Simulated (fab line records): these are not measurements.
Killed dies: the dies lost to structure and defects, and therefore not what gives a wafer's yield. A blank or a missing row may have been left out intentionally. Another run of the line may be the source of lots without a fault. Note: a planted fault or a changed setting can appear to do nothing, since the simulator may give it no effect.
The tool behind it: which one? || flow n5 finfet || 12 lots, 30 wafers sampled, at 5 steps of a route of 1938

WHAT EACH GAUGE READ, for each wafer
N5_HKMG_FIN_CD_MEAS_49: the cd target is 202 nm.
{"lot": "L180", "measured": "day 4 00:25", "on": "cd sem-01", "cd nm (nm)": "202.6 202.8"}
{"lot": "L181", "measured": "day 4 04:43", "on": "cd sem-01", "cd nm (nm)": "203.1 202.4 202.4"}
{"lot": "L182", "measured": "day 4 10:02", "on": "cd sem-02", "cd nm (nm)": "202.1 201.8"}
{"lot": "L183", "measured": "day 4 18:43", "on": "cd sem-02", "cd nm (nm)": "202.7 203.1 202.9"}
{"lot": "L184", "measured": "day 5 02:01", "on": "cd sem-03", "cd nm (nm)": "203.3 204.5 202.8"}
{"lot": "L188", "measured": "day 5 21:28", "on": "cd sem-02", "cd nm (nm)": "202.8 201.8"}
{"lot": "L194", "measured": "day 7 12:00", "on": "cd sem-01", "cd nm (nm)": "202.9 203.1"}
{"lot": "L198", "measured": "day 8 11:17", "on": "cd sem-01", "cd nm (nm)": "201.8 202.4"}
{"lot": "L199", "measured": "day 8 18:29", "on": "cd sem-02", "cd nm (nm)": "201.9 201.5 201.1"}
{"lot": "L200", "measured": "day 8 23:02", "on": "cd sem-02", "cd nm (nm)": "202.5 202.4 202.4"}
{"lot": "L201", "measured": "day 9 04:31", "on": "cd sem-02", "cd nm (nm)": "201.3 201.0"}
{"lot": "L202", "measured": "day 9 11:37", "on": "cd sem-03", "cd nm (nm)": "202.2 202.4 202.1"}

N5_BEOL_M4_RC_MEAS_101.
{"lot": "L180", "measured": "day 7 13:00", "on": "prober-02", "DIBL_N (mV/V)": "36.6 34.4", "DIBL_P (mV/V)": "35.7 33.3", "IOFF_N (nA/um)": "0.16 0.13", "IOFF_P (nA/um)": "0.23 0.19", "ION_N (uA/um)": "678 683", "ION_P (uA/um)": "469 473", "SS_N (mV/dec)": "72.4 71.6", "SS_P (mV/dec)": "73.7 73.3", "VT_N (mV)": "250 252", "VT_P (mV)": "-252 -250"}
{"lot": "L181", "measured": "day 7 15:59", "on": "prober-02", "DIBL_N (mV/V)": "36.3 36.8 38.4", "DIBL_P (mV/V)": "36.0 36.5 37.9", "IOFF_N (nA/um)": "0.14 0.14 0.17", "IOFF_P (nA/um)": "0.21 0.21 0.25", "ION_N (uA/um)": "683 665 676", "ION_P (uA/um)": "471 462 464", "SS_N (mV/dec)": "71.0 71.5 71.2", "SS_P (mV/dec)": "73.8 73.4 74.0", "VT_N (mV)": "254 253 250", "VT_P (mV)": "-254 -253 -251"}
{"lot": "L182", "measured": "day 7 19:15", "on": "prober-02", "DIBL_N (mV/V)": "33.4 35.0", "DIBL_P (mV/V)": "33.4 36.1", "IOFF_N (nA/um)": "0.12 0.15", "IOFF_P (nA/um)": "0.15 0.20", "ION_N (uA/um)": "664 661", "ION_P (uA/um)": "452 453", "SS_N (mV/dec)": "70.8 71.6", "SS_P (mV/dec)": "72.9 73.3", "VT_N (mV)": "258 249", "VT_P (mV)": "-254 -251"}
{"lot": "L183", "measured": "day 8 12:02", "on": "prober-01", "DIBL_N (mV/V)": "37.1 34.0 35.2", "DIBL_P (mV/V)": "37.1 33.1 35.2", "IOFF_N (nA/um)": "0.18 0.12 0.15", "IOFF_P (nA/um)": "0.21 0.16 0.18", "ION_N (uA/um)": "673 648 679", "ION_P (uA/um)": "458 447 456", "SS_N (mV/dec)": "72.1 71.8 72.0", "SS_P (mV/dec)": "74.2 72.7 73.1", "VT_N (mV)": "248 254 250", "VT_P (mV)": "-250 -255 -254"}
{"lot": "L184", "measured": "day 8 17:03", "on": "prober-02", "DIBL_N (mV/V)": "36.0 38.8 38.9", "DIBL_P (mV/V)": "35.8 39.2 39.4", "IOFF_N (nA/um)": "0.14 0.20 0.19", "IOFF_P (nA/um)": "0.22 0.28 0.28", "ION_N (uA/um)": "661 679 675", "ION_P (uA/um)": "460 467 473", "SS_N (mV/dec)": "72.0 71.9 72.2", "SS_P (mV/dec)": "73.4 74.3 74.7", "VT_N (mV)": "255 249 248", "VT_P (mV)": "-250 -244 -244"}
{"lot": "L188", "measured": "day 9 17:47", "on": "prober-01", "DIBL_N (mV/V)": "34.9 35.7", "DIBL_P (mV/V)": "32.9 33.0", "IOFF_N (nA/um)": "0.12 0.14", "IOFF_P (nA/um)": "0.18 0.19", "ION_N (uA/um)": "653 677", "ION_P (uA/um)": "457 462", "SS_N (mV/dec)": "71.0 70.8", "SS_P (mV/dec)": "73.2 72.8", "VT_N (mV)": "255 251", "VT_P (mV)": "-252 -253"}
{"lot": "L194", "measured": "day 11 05:43", "on": "prober-01", "DIBL_N (mV/V)": "36.4 38.9", "DIBL_P (mV/V)": "38.2 40.0", "IOFF_N (nA/um)": "0.18 0.22", "IOFF_P (nA/um)": "0.25 0.27", "ION_N (uA/um)": "687 682", "ION_P (uA/um)": "474 466", "SS_N (mV/dec)": "71.8 72.6", "SS_P (mV/dec)": "73.9 74.5", "VT_N (mV)": "246 246", "VT_P (mV)": "-248 -250"}
{"lot": "L198", "measured": "day 11 22:08", "on": "prober-01", "DIBL_N (mV/V)": "36.9 38.1", "DIBL_P (mV/V)": "36.0 37.4", "IOFF_N (nA/um)": "0.15 0.19", "IOFF_P (nA/um)": "0.19 0.23", "ION_N (uA/um)": "668 676", "ION_P (uA/um)": "460 464", "SS_N (mV/dec)": "72.2 72.0", "SS_P (mV/dec)": "73.6 73.1", "VT_N (mV)": "250 250", "VT_P (mV)": "-255 -248"}
{"lot": "L199", "measured": "day 12 04:56", "on": "prober-01", "DIBL_N (mV/V)": "36.5 36.2 35.5", "DIBL_P (mV/V)": "37.0 36.8 34.7", "IOFF_N (nA/um)": "0.16 0.15 0.13", "IOFF_P (nA/um)": "0.20 0.20 0.17", "ION_N (uA/um)": "669 665 661", "ION_P (uA/um)": "462 460 452", "SS_N (mV/dec)": "72.3 71.2 71.5", "SS_P (mV/dec)": "73.6 73.7 73.0", "VT_N (mV)": "251 251 256", "VT_P (mV)": "-249 -251 -253"}
{"lot": "L200", "measured": "day 12 09:29", "on": "prober-01", "DIBL_N (mV/V)": "36.9 33.8 36.6", "DIBL_P (mV/V)": "37.1 33.7 37.1", "IOFF_N (nA/um)": "0.16 0.11 0.16", "IOFF_P (nA/um)": "0.18 0.13 0.17", "ION_N (uA/um)": "670 662 682", "ION_P (uA/um)": "454 446 459", "SS_N (mV/dec)": "71.6 70.9 71.5", "SS_P (mV/dec)": "73.1 72.7 73.2", "VT_N (mV)": "251 256 249", "VT_P (mV)": "-258 -262 -258"}
{"lot": "L201", "measured": "day 12 17:08", "on": "prober-01", "DIBL_N (mV/V)": "36.8 38.1", "DIBL_P (mV/V)": "35.2 37.4", "IOFF_N (nA/um)": "0.15 0.17", "IOFF_P (nA/um)": "0.19 0.21", "ION_N (uA/um)": "667 689", "ION_P (uA/um)": "454 464", "SS_N (mV/dec)": "71.3 71.6", "SS_P (mV/dec)": "73.0 74.0", "VT_N (mV)": "253 246", "VT_P (mV)": "-254 -253"}
{"lot": "L202", "measured": "day 13 07:39", "on": "prober-01", "DIBL_N (mV/V)": "34.2 37.2 36.9", "DIBL_P (mV/V)": "32.7 37.0 36.4", "IOFF_N (nA/um)": "0.10 0.15 0.14", "IOFF_P (nA/um)": "0.14 0.19 0.19", "ION_N (uA/um)": "656 667 666", "ION_P (uA/um)": "455 456 463", "SS_N (mV/dec)": "70.4 71.2 71.6", "SS_P (mV/dec)": "71.8 72.6 72.9", "VT_N (mV)": "257 251 252", "VT_P (mV)": "-254 -253 -255"}

EACH LOT AND THE TOOL THAT RAN IT (in order: tool; ch and the chambers of the sampled wafers; start)
{"lot": "L180", "N5_HKMG_FIN_ALD_75": "ald hk-01 ch 2,3, day 3 23:57", "N5_HKMG_FIN_ALD_79": "ald metal-03 ch 0,1, day 4 01:53", "N5_HKMG_FIN_PWFM_ALD_03": "ald metal-01 ch 1,2, day 4 03:08"}
{"lot": "L181", "N5_HKMG_FIN_ALD_75": "ald hk-01 ch 0,1, day 4 04:14", "N5_HKMG_FIN_ALD_79": "ald metal-03 ch 1,2, day 4 06:10", "N5_HKMG_FIN_PWFM_ALD_03": "ald metal-03 ch 0,1,2, day 4 07:17"}
{"lot": "L182", "N5_HKMG_FIN_ALD_75": "ald hk-03 ch 1,3, day 4 09:34", "N5_HKMG_FIN_ALD_79": "ald metal-04 ch 2,3, day 4 11:29", "N5_HKMG_FIN_PWFM_ALD_03": "ald metal-01 ch 0,3, day 4 12:46"}
{"lot": "L183", "N5_HKMG_FIN_ALD_75": "ald hk-02 ch 2,3, day 4 18:22", "N5_HKMG_FIN_ALD_79": "ald metal-03 ch 1,2, day 4 20:10", "N5_HKMG_FIN_PWFM_ALD_03": "ald metal-04 ch 0,2, day 4 21:28"}
{"lot": "L184", "N5_HKMG_FIN_ALD_75": "ald hk-02 ch 2,3, day 5 01:32", "N5_HKMG_FIN_ALD_79": "ald metal-03 ch 1,2,3, day 5 03:43", "N5_HKMG_FIN_PWFM_ALD_03": "ald metal-01 ch 0,1,2, day 5 04:50"}
{"lot": "L188", "N5_HKMG_FIN_ALD_75": "ald hk-03 ch 0,1, day 5 21:00", "N5_HKMG_FIN_ALD_79": "ald metal-01 ch 1,2, day 5 23:09", "N5_HKMG_FIN_PWFM_ALD_03": "ald metal-01 ch 0,2, day 6 00:14"}
{"lot": "L194", "N5_HKMG_FIN_ALD_75": "ald hk-01 ch 0,3, day 7 11:32", "N5_HKMG_FIN_ALD_79": "ald metal-03 ch 0,3, day 7 13:49", "N5_HKMG_FIN_PWFM_ALD_03": "ald metal-04 ch 1,3, day 7 14:53"}
{"lot": "L198", "N5_HKMG_FIN_ALD_75": "ald hk-03 ch 3, day 8 10:56", "N5_HKMG_FIN_ALD_79": "ald metal-03 ch 2, day 8 12:44", "N5_HKMG_FIN_PWFM_ALD_03": "ald metal-01 ch 1,2, day 8 14:07"}
{"lot": "L199", "N5_HKMG_FIN_ALD_75": "ald hk-01 ch 0,3, day 8 18:02", "N5_HKMG_FIN_ALD_79": "ald metal-04 ch 0,1,2, day 8 19:58", "N5_HKMG_FIN_PWFM_ALD_03": "ald metal-03 ch 0,3, day 8 21:02"}
{"lot": "L200", "N5_HKMG_FIN_ALD_75": "ald hk-03 ch 0,2,3, day 8 22:34", "N5_HKMG_FIN_ALD_79": "ald metal-01 ch 0,1,3, day 9 00:43", "N5_HKMG_FIN_PWFM_ALD_03": "ald metal-01 ch 0,2, day 9 01:49"}
{"lot": "L201", "N5_HKMG_FIN_ALD_75": "ald hk-02 ch 0,2, day 9 04:03", "N5_HKMG_FIN_ALD_79": "ald metal-04 ch 0,1, day 9 06:00", "N5_HKMG_FIN_PWFM_ALD_03": "ald metal-01 ch 2,3, day 9 07:04"}
{"lot": "L202", "N5_HKMG_FIN_ALD_75": "ald hk-02 ch 0,2,3, day 9 11:08", "N5_HKMG_FIN_ALD_79": "ald metal-01 ch 0,2,3, day 9 13:04", "N5_HKMG_FIN_PWFM_ALD_03": "ald metal-03 ch 1,3, day 9 14:16"}
- N5_HKMG_FIN_ALD_75: deposits Al2O3, target thk 1 nm, co reactant pulse time 1 s.
- N5_HKMG_FIN_ALD_79: deposits TiN, target thk 1.5 nm, pulse time 1 s, purge time 3 s.
- N5_HKMG_FIN_PWFM_ALD_03: deposits TiN, target thk 2 nm, pulse time 1 s, purge time 3 s.

WHAT THE TOOLS THEMSELVES READ (means of the sampled wafers that have a number; where no wafer has one, the mark that the record gives instead)
N5_HKMG_FIN_ALD_75.
{"lot": "L180", "tool": "ald hk-01", "heater power w (W)": 150, "precursor pulse height rel": 0.994}
{"lot": "L181", "tool": "ald hk-01", "heater power w (W)": 146, "precursor pulse height rel": 1.007}
{"lot": "L182", "tool": "ald hk-03", "heater power w (W)": 167, "precursor pulse height rel": 0.999}
{"lot": "L183", "tool": "ald hk-02", "heater power w (W)": 162, "precursor pulse height rel": 0.986}
{"lot": "L184", "tool": "ald hk-02", "heater power w (W)": 163, "precursor pulse height rel": 1.012}
{"lot": "L188", "tool": "ald hk-03", "heater power w (W)": 138, "precursor pulse height rel": 1.007}
{"lot": "L194", "tool": "ald hk-01", "heater power w (W)": 150, "precursor pulse height rel": 0.972}
{"lot": "L198", "tool": "ald hk-03", "heater power w (W)": 190, "precursor pulse height rel": 1.010}
{"lot": "L199", "tool": "ald hk-01", "heater power w (W)": 153, "precursor pulse height rel": 0.996}
{"lot": "L200", "tool": "ald hk-03", "heater power w (W)": 158, "precursor pulse height rel": 1.008}
{"lot": "L201", "tool": "ald hk-02", "heater power w (W)": 158, "precursor pulse height rel": 0.977}
{"lot": "L202", "tool": "ald hk-02", "heater power w (W)": 156, "precursor pulse height rel": 0.998}

N5_HKMG_FIN_ALD_79.
{"lot": "L180", "tool": "ald metal-03", "heater power w (W)": 930, "precursor pulse height rel": 0.996}
{"lot": "L181", "tool": "ald metal-03", "heater power w (W)": 896, "precursor pulse height rel": 0.997}
{"lot": "L182", "tool": "ald metal-04", "heater power w (W)": 808, "precursor pulse height rel": 1.010}
{"lot": "L183", "tool": "ald metal-03", "heater power w (W)": 924, "precursor pulse height rel": 0.997}
{"lot": "L184", "tool": "ald metal-03", "heater power w (W)": 877, "precursor pulse height rel": 0.995}
{"lot": "L188", "tool": "ald metal-01", "heater power w (W)": 984, "precursor pulse height rel": 1.012}
{"lot": "L194", "tool": "ald metal-03", "heater power w (W)": 886, "precursor pulse height rel": 1.010}
{"lot": "L198", "tool": "ald metal-03", "heater power w (W)": 851, "precursor pulse height rel": 1.010}
{"lot": "L199", "tool": "ald metal-04", "heater power w (W)": 836, "precursor pulse height rel": 0.990}
{"lot": "L200", "tool": "ald metal-01", "heater power w (W)": 933, "precursor pulse height rel": 0.990}
{"lot": "L201", "tool": "ald metal-04", "heater power w (W)": 811, "precursor pulse height rel": 0.990}
{"lot": "L202", "tool": "ald metal-01", "heater power w (W)": 919, "precursor pulse height rel": 0.972}

N5_HKMG_FIN_PWFM_ALD_03.
{"lot": "L180", "tool": "ald metal-01", "heater power w (W)": 966, "precursor pulse height rel": 0.990}
{"lot": "L181", "tool": "ald metal-03", "heater power w (W)": 927, "precursor pulse height rel": 1.016}
{"lot": "L182", "tool": "ald metal-01", "heater power w (W)": 902, "precursor pulse height rel": 1.018}
{"lot": "L183", "tool": "ald metal-04", "heater power w (W)": 812, "precursor pulse height rel": 0.977}
{"lot": "L184", "tool": "ald metal-01", "heater power w (W)": 955, "precursor pulse height rel": 1.020}
{"lot": "L188", "tool": "ald metal-01", "heater power w (W)": 941, "precursor pulse height rel": 0.982}
{"lot": "L194", "tool": "ald metal-04", "heater power w (W)": 806, "precursor pulse height rel": 0.997}
{"lot": "L198", "tool": "ald metal-01", "heater power w (W)": 974, "precursor pulse height rel": 1.039}
{"lot": "L199", "tool": "ald metal-03", "heater power w (W)": 875, "precursor pulse height rel": 0.982}
{"lot": "L200", "tool": "ald metal-01", "heater power w (W)": 920, "precursor pulse height rel": 1.020}
{"lot": "L201", "tool": "ald metal-01", "heater power w (W)": 938, "precursor pulse height rel": 0.987}
{"lot": "L202", "tool": "ald metal-03", "heater power w (W)": 906, "precursor pulse height rel": 0.992}

THE ANSWER, worked out from the rows above alone
Rule: what is usual is taken from the lots themselves. Put in order of their means at a reading, lots are off if they are a third of the lots or fewer, leave a main group of 4 or more, and stand apart from it by a gap of 3 or more times the standard deviation of the main group's means; of several such gaps the widest counts. If all means in a main group match to the digits the tables above print for the reading, that group is not used. Also off: a lot with no number at a reading for which 4 or more lots have one. Any other lot the step has rows for is counted as sound. After the gauges, taken in route order, come the tools' own readings; for these a lot's mean is taken, as printed above. At the first step where some lot is off, the reading lying furthest off is the one used; lots without a number count as furthest.
No lot is off on any of the readings shown, so nothing can be concluded from this.

WHAT THE SIMULATOR PUT IN
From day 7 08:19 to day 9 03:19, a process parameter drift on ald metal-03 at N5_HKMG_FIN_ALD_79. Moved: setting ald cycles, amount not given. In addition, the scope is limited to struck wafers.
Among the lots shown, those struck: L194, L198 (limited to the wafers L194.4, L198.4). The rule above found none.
